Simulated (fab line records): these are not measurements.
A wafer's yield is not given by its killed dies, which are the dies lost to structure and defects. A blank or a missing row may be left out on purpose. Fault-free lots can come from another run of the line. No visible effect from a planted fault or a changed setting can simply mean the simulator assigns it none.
Which tool was responsible? -- flow nand_harc -- 42 wafers from 14 lots sampled at 4 of the route's 1302 steps

WHAT THE GAUGES SHOWED, per wafer
NHARC_A_ONON_D2_THK_MEAS_02: measures by ellipsometry. Usual: 1000 nm for thk_nm, sd 8.2.
lot,measured,on,thk_nm (nm),flag
L197,day 13 00:26,film_metro-01,1004 1000 1001,
L198,day 13 00:44,film_metro-01,994 992 994,
L200,day 14 03:35,film_metro-02,1015 1016 1014,
L202,day 14 03:56,film_metro-01,988 990 989,
L201,day 14 03:46,film_metro-01,994 994 993,
L203,day 14 15:46,film_metro-02,993 994 993,
L205,day 15 03:50,film_metro-01,1011 1010 1009,
L209,day 17 04:47,film_metro-02,1074 1073 1074,OFF
L210,day 18 05:28,film_metro-02,1076 1073 1075,OFF
L216,day 20 10:29,film_metro-02,1005 1006 1006,
L217,day 21 06:10,film_metro-01,1003 1003 1003,
L219,day 21 06:10,film_metro-02,988 987 987,
L218,day 21 12:53,film_metro-01,1002 1002 1005,
L220,day 22 01:42,film_metro-02,999 999 999,

WHICH TOOL RAN EACH LOT (tool, then ch and the chambers of the sampled wafers, then the start)
lot,NHARC_A_CHANNEL_FILL_D1_ALD_02,NHARC_A_DECK1_JOINT_CMP_02,NHARC_A_ONON_D2_DEP_00
L197,"ald_hk-04 ch 0,1,3, day 9 14:01","cmp-03 ch 1,3, day 12 23:10","pecvd_onon-01 ch 0, day 12 23:56"
L198,"ald_hk-01 ch 1,2, day 9 17:28","cmp-04 ch 0,1,2, day 12 23:13","pecvd_onon-02 ch 0, day 13 00:17"
L200,"ald_hk-04 ch 0,1,3, day 10 10:13","cmp-04 ch 1,2,3, day 14 02:19","pecvd_onon-02 ch 0, day 14 03:08"
L202,"ald_hk-01 ch 0,1,2, day 10 16:35","cmp-02 ch 0,1,3, day 14 02:24","pecvd_onon-02 ch 0, day 14 03:26"
L201,"ald_hk-01 ch 1,3, day 10 17:08","cmp-03 ch 0,1,2, day 14 02:20","pecvd_onon-01 ch 0, day 14 03:22"
L203,"ald_hk-04 ch 0,2, day 11 04:05","cmp-03 ch 0,2, day 14 14:30","pecvd_onon-04 ch 0, day 14 15:14"
L205,"ald_hk-01 ch 0,1, day 11 18:56","cmp-03 ch 0,1,2, day 15 02:24","pecvd_onon-04 ch 0, day 15 03:20"
L209,"ald_hk-04 ch 1,2,3, day 13 17:25","cmp-02 ch 0,1,2, day 17 03:29","pecvd_onon-04 ch 0, day 17 04:16"
L210,"ald_hk-02 ch 0,1,3, day 14 17:37","cmp-04 ch 0,2,3, day 18 04:06","pecvd_onon-04 ch 0, day 18 04:58"
L216,"ald_hk-02 ch 0,1,2, day 16 18:25","cmp-03 ch 1,2, day 20 09:03","pecvd_onon-02 ch 0, day 20 10:02"
L217,"ald_hk-01 ch 0,1,3, day 17 22:35","cmp-02 ch 1,2,3, day 21 04:53","pecvd_onon-02 ch 0, day 21 05:40"
L219,"ald_hk-02 ch 0,1,3, day 18 00:08","cmp-04 ch 0,1,2, day 21 04:53","pecvd_onon-04 ch 0, day 21 05:43"
L218,"ald_hk-04 ch 1,2,3, day 18 03:04","cmp-02 ch 0,1, day 21 11:36","pecvd_onon-01 ch 0, day 21 12:29"
L220,"ald_hk-01 ch 1,2, day 18 11:17","cmp-04 ch 0,2,3, day 22 00:25","pecvd_onon-04 ch 0, day 22 01:11"
- NHARC_A_CHANNEL_FILL_D1_ALD_02: deposits SiO2, target thk 6 nm, pulse time 10 s, ald cycles 60.
- NHARC_A_DECK1_JOINT_CMP_02: polishes SiOx.
- NHARC_A_ONON_D2_DEP_00: target thk 1000 nm.

WHAT THE TOOLS THEMSELVES READ (means of the sampled wafers that have a number; where no wafer has one, the mark that the record gives instead)
NHARC_A_CHANNEL_FILL_D1_ALD_02. Usual: heater_power_outer_w 267 W, standard deviation 39; heater_power_w 486 W, standard deviation 67; precursor_pulse_height_rel 1.001, standard deviation 0.021.
lot,tool,heater_power_outer_w (W),heater_power_w (W),precursor_pulse_height_rel,flag
L197,ald_hk-04,286,524,0.998,
L198,ald_hk-01,224,431,0.988,
L200,ald_hk-04,286,515,1.010,
L202,ald_hk-01,268,505,1.015,
L201,ald_hk-01,226,407,1.016,
L203,ald_hk-04,324,569,0.997,
L205,ald_hk-01,275,501,1.004,
L209,ald_hk-04,259,460,0.978,
L210,ald_hk-02,262,471,1.002,
L216,ald_hk-02,280,513,1.021,
L217,ald_hk-01,271,494,0.999,
L219,ald_hk-02,261,474,0.994,
L218,ald_hk-04,262,468,0.997,
L220,ald_hk-01,237,447,1.011,

NHARC_A_DECK1_JOINT_CMP_02. Usual: 12.4 A for motor_current_A, sd 1.3.
lot,tool,motor_current_A (A),flag
L197,cmp-03,11.8,
L198,cmp-04,12.2,
L200,cmp-04,13.4,
L202,cmp-02,12.0,
L201,cmp-03,13.5,
L203,cmp-03,13.0,
L205,cmp-03,13.5,
L209,cmp-02,11.8,
L210,cmp-04,12.3,
L216,cmp-03,13.3,
L217,cmp-02,12.4,
L219,cmp-04,12.0,
L218,cmp-02,11.8,
L220,cmp-04,12.4,

NHARC_A_ONON_D2_DEP_00. Usual: 1999 sccm for n2o_flow_sccm, sd 5.7.
lot,tool,n2o_flow_sccm (sccm),flag
L197,pecvd_onon-01,2003,
L198,pecvd_onon-02,2004,
L200,pecvd_onon-02,1999,
L202,pecvd_onon-02,2001,
L201,pecvd_onon-01,1998,
L203,pecvd_onon-04,2001,
L205,pecvd_onon-04,2006,
L209,pecvd_onon-04,1998,
L210,pecvd_onon-04,2001,
L216,pecvd_onon-02,1999,
L217,pecvd_onon-02,1999,
L219,pecvd_onon-04,2011,
L218,pecvd_onon-01,1997,
L220,pecvd_onon-04,1998,

THE ANSWER, worked out from the rows above alone
Rule: a lot counts as off when the mean over its wafers that have a number is more than 3 standard deviations away from the usual mean. Also off: a lot with no number at a reading for which 4 or more lots have one. Where the step has rows for the other lots, those lots are counted as sound. First the gauges in route order, then the tools' own readings, where a lot's mean is used as printed above. The first step at which some lot is off is used, and at that step the reading that is off furthest; a lot without a number counts as furthest.
Off: L209, L210, at NHARC_A_ONON_D2_THK_MEAS_02 (thk_nm).
If a tool, at a process step before that reading, ran all the lots that are off and no sound lot after the first of them, it fits. Those tools and the gauges at NHARC_A_ONON_D2_THK_MEAS_02 are tried in the same way. Of those tried, none fits.

WHAT THE SIMULATOR HAD PUT IN
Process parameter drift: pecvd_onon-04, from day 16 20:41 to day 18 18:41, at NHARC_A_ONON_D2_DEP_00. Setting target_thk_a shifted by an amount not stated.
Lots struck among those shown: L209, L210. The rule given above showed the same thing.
